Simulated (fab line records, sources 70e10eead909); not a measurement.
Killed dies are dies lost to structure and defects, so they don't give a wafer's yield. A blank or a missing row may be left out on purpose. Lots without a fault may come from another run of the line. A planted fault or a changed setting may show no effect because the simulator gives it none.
Chamber matching | flow nand_harc | NHARC_A_SLIT_ETCH_24 on rie_diel-02: 4 sister chambers
The step etches the open film in CF4/CHF3, target depth 121 nm, time 60.5 s. 14 wafers are shown with their chamber, then 7 later ones without.

WAFERS WITH THEIR CHAMBER
wafer  | chamber | rf_vpp_V (V) | oes_product_au (a.u.) | throttle_valve_pct (%)
L075.1 | 2       | 367.8        | 0.968                 | 16.804
L075.2 | 3       | 370.5        | 0.965                 | 16.805
L075.5 | 0       | 372.4        | 0.980                 | 16.793
L078.1 | 2       | 368.8        | 0.983                 | 16.805
L078.2 | 3       | 371.2        | 0.966                 | 16.809
L078.5 | 3       | 371.9        | 0.965                 | 16.799
L081.1 | 1       | 372.4        | 0.956                 | 16.803
L081.3 | 3       | 370.7        | 0.960                 | 16.803
L081.5 | 2       | 367.8        | 0.971                 | 16.792
L084.3 | 0       | 372.1        | 0.969                 | 16.801
L084.5 | 1       | 372.5        | 0.956                 | 16.807
L084.6 | 0       | 372.4        | 0.975                 | 16.804
L086.1 | 3       | 371.3        | 0.938                 | 16.783
L086.3 | 0       | 371.9        | 0.943                 | 16.824

SIGNATURES (means of the wafers above)
reading            | chamber 0 | chamber 1 | chamber 2 | chamber 3 | scatter within a chamber
rf_vpp_V           | 372.200   | 372.450   | 368.133   | 371.120   | 0.454
oes_product_au     | 0.96675   | 0.95600   | 0.97400   | 0.95880   | 0.0123
throttle_valve_pct | 16.80550  | 16.80500  | 16.80033  | 16.79980  | 0.0102
Rule: a wafer's distance from a chamber is the root of the sum, over the readings, of the square of ((its reading less the chamber's mean) divided by the reading's scatter). The wafer belongs to the nearest chamber; if the next one is less than 2 further off, it can't be placed. The scatter: the root of (the sum of the squares of (reading less its chamber's mean) over the shown wafers, divided by (wafers less chambers)).

WAFERS WITHOUT THEIR CHAMBER
wafer  | rf_vpp_V (V) | oes_product_au (a.u.) | throttle_valve_pct (%)
L086.6 | 371.1        | 0.934                 | 16.795
L085.2 | 368.6        | 0.933                 | 16.800
L085.3 | 373.2        | 0.915                 | 16.801
L085.5 | 373.6        | 0.938                 | 16.797
L097.2 | 371.4        | 0.961                 | 16.807
L097.4 | 368.2        | 0.967                 | 16.811
L097.6 | 372.8        | 0.977                 | 16.809

WHICH CHAMBER EACH WENT THROUGH
wafer  | from the rows above          | in truth
L086.6 | can't be placed: 3 or 1 or 0 | 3
L085.2 | 2                            | 2
L085.3 | can't be placed: 1 or 0      | 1
L085.5 | can't be placed: 1 or 0      | 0
L097.2 | can't be placed: 3 or 0 or 1 | 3
L097.4 | 2                            | 2
L097.6 | can't be placed: 0 or 1      | 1
Placed correctly: 2 of 7. Can't be placed from these rows: 5 (the true chamber is among the candidates in 5). Placed wrongly: 0.
